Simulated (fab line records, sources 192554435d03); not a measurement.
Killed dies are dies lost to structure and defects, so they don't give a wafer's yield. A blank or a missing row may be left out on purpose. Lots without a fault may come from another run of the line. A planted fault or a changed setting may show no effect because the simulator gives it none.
A struck lot beside a sound one | flow n5_finfet | 15 steps out of a route of 1938
Sound: wafers L944.2, L944.3, L944.5. Struck: wafer L934.4. The cause comes at the end.
At each step with rows: each side's tool, then ch and its chambers, then its first start. Under that, the readings that differ: sound wafers | struck wafers | difference of the means | sigmas: that difference in standard deviations of wafers without a fault.
alike: readings whose means differ by less than 2 such deviations, and words and numbers that are the same on both sides. not compared: withheld readings, readings that some wafer has no value for, bounds like >300 that may hide the same value, and numbers for which the record gives no deviation and whose values overlap.
The two part at a step that has a row with sigmas, a row that says differs or no value, or rows on one side only. Numbers that don't overlap but have no deviation are shown without sigmas and don't part them. A reading that every wafer of one side lacks parts them only if that side has two wafers or more.

first, 1 step without rows for these wafers: N5_BEOL_M9_ETCH_76 (etches underlayer in N2/H2, target depth 6.5 nm, time 5.2 s).
N5_BEOL_M9_ETCH_65: etches SiARC in CF4, target depth 15.6 nm, time 26 s.
  sound on rie_diel-01 ch 0,1,2, day 14 20:55; struck on rie_diel-03 ch 2, day 12 09:44
  alike: drypump_motor_current_A, etch_rf_on_time_s, oes_product_au, rf_vpp_V, showerhead_plenum_p_Torr, throttle_valve_pct
  not compared: rf_hours_counter_h
N5_BEOL_M9_ETCH_66: etches SOC in N2/H2, target depth 80 nm, overetch 16 nm, time 120 s.
  sound on rie_diel-01 ch 0,1,2, day 14 20:56; struck on rie_diel-03 ch 2, day 12 09:46
  alike: drypump_motor_current_A, h2_flow_sccm, oes_product_au, rf_vpp_V, showerhead_plenum_p_Torr, throttle_valve_pct
  not compared: rf_hours_counter_h
then, 2 steps without rows for these wafers: N5_BEOL_M9_STRIP_69 (strips in N2/H2); N5_BEOL_M9_STRIP_77 (strips in N2/H2).
N5_BEOL_M9_VIA_ETCH_34: etches SiCOH lowk in C4F6/O2, target depth 182.4 nm, time 68.4 s.
  sound on rie_diel-01 ch 0,1,2, day 14 21:02; struck on rie_diel-03 ch 2, day 12 09:52
  alike: drypump_motor_current_A, oes_product_au, rf_vpp_V, showerhead_plenum_p_Torr, throttle_valve_pct
  not compared: rf_hours_counter_h
then, 1 step without rows for these wafers: N5_BEOL_M9_STRIP_73 (strips in C4F6/O2).
N5_BEOL_M9_STRIP_36: strips in N2/H2.
  sound on rie_diel-01 ch 0,1,2, day 14 21:07; struck on rie_diel-03 ch 2, day 12 09:56
  alike: drypump_motor_current_A, h2_flow_sccm, oes_product_au, rf_vpp_V, showerhead_plenum_p_Torr, throttle_valve_pct
  not compared: rf_hours_counter_h
N5_BEOL_M9_TRENCH_ETCH_37: etches SiCOH lowk in C4F6/O2, target depth 151.43 nm, time 49 s.
  sound on rie_diel-01 ch 0,1,2; struck on rie_diel-03 ch 2
  alike: drypump_motor_current_A, oes_product_au, rf_vpp_V, showerhead_plenum_p_Torr, throttle_valve_pct
  not compared: rf_hours_counter_h
then, 2 steps without rows for these wafers: N5_BEOL_M9_ETCH_41 (etches SiCN in CH3F/O2, target depth 36.6 nm, time 70.1 s); N5_BEOL_M9_STRIP_80 (strips in N2/H2, time 10 s).
N5_BEOL_M9_OCD_MEAS_38:
  sound on ocd-02, day 14 21:20; struck on ocd-02, day 12 10:09
  alike: trench_depth_nm
N5_BEOL_M9_HM_STRIP_39: strips TiN in peroxide tin strip, target depth 25 nm, time 158 s.
  sound on wet_bench-05 ch 4,6,7, day 14 21:22; struck on wet_bench-05 ch 6, day 12 10:10
  reading          | sound       | struck | difference | sigmas
  run_length_s (s) | 164 167 164 | 180    | +15        | +4
then, 2 steps without rows for these wafers: N5_BEOL_M9_SRD_40 (time 30 s); N5_PASSIVATION_PROBE_49.

WHERE THEY PART
Only at N5_BEOL_M9_HM_STRIP_39, within this record.

WHY: what the simulator had put in
Process parameter drift: wet_bench-05, from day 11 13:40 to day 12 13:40, at N5_BEOL_M9_HM_STRIP_39. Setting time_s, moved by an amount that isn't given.
